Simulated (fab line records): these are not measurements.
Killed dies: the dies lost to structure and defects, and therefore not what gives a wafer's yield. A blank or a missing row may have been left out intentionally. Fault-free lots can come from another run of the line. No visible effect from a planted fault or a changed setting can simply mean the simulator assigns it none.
The same fault as seen by 2 desks	flow n5Finfet	each desk has only its own numbers; what lay behind them comes last

THE METROLOGY DESK
Means of the sampled wafers that have a number, per lot and without regard to the tool the lot ran on: this is what the gauges read. The brackets show how far a lot's mean lies from the usual mean; more than 4 standard deviations puts the lot out of limits, marked OUT. Shown here are 7 of its 10 readings, the ones lying furthest out on some lot.
Columns: A = DIBL_N at N5_BEOL_M4_RC_MEAS_101, usual 36.0 mV/V; B = DIBL_P at N5_BEOL_M4_RC_MEAS_101, usual 36.7 mV/V; C = IOFF_N at N5_BEOL_M4_RC_MEAS_101, usual 0.16 nA/um; D = IOFF_P at N5_BEOL_M4_RC_MEAS_101, usual 0.21 nA/um; E = ION_N at N5_BEOL_M4_RC_MEAS_101, usual 673 uA/um; F = SS_P at N5_BEOL_M4_RC_MEAS_101, usual 73.4 mV/dec; G = VT_N at N5_BEOL_M4_RC_MEAS_101, usual 250 mV
lot	first seen here	A	B	C	D	E	F	G
L323	day 7 16:49	38.3	36.8	0.19	0.22	671	74.1	251
L322	day 7 17:22	32.3	33.6	0.13	0.18	664	72.5	253
L324	day 8 12:34	36.4	36.8	0.17	0.19	686	73.9	250
L327	day 9 00:22	36.9	37.8	0.17	0.23	672	72.7	250
L330	day 10 00:31	36.0	37.0	0.15	0.21	664	73.7	253
L331	day 10 02:14	36.2	39.5	0.21	0.24	683	73.8	246
L333	day 11 02:11	36.1	35.3	0.17	0.20	682	73.2	250
L338	day 12 06:11	35.1	35.5	0.14	0.17	680	73.4	251
L342	day 13 08:08	34.9	35.6	0.16	0.22	674	73.0	249
This desk's finding: nothing out of limits on any of the 9 lots.

TOOL OWNER'S DESK, cvdW-02
The tool's own readings at N5_HKMG_FIN_ALD_72 (deposits W, target thk 2 nm, pulse time 1 s, purge time 2 s): means of the sampled wafers that have a number, for each lot that ran on this tool. The brackets show how far a lot's mean lies from the usual mean; more than 4 standard deviations puts the lot out of limits, marked OUT.
Columns: A = heaterPowerW at N5_HKMG_FIN_ALD_72, usual 477 W; B = precursorPulseHeightRel at N5_HKMG_FIN_ALD_72, usual 1.000
lot	first seen here	A	B
L323	day 4 15:01	491	1.004
L324	day 4 17:41	489	1.005
L327	day 5 14:37	504	0.994
L330	day 6 10:44	512	1.002
L331	day 6 12:05	479	1.002
L333	day 7 01:32	483	0.976
This desk's finding: nothing out of limits on any of the 6 lots.

TAKEN TOGETHER
From the metrology desk's view, nothing was out of limits.
The tool owner's desk saw nothing out of limits.

WHAT THE SIMULATOR PUT IN
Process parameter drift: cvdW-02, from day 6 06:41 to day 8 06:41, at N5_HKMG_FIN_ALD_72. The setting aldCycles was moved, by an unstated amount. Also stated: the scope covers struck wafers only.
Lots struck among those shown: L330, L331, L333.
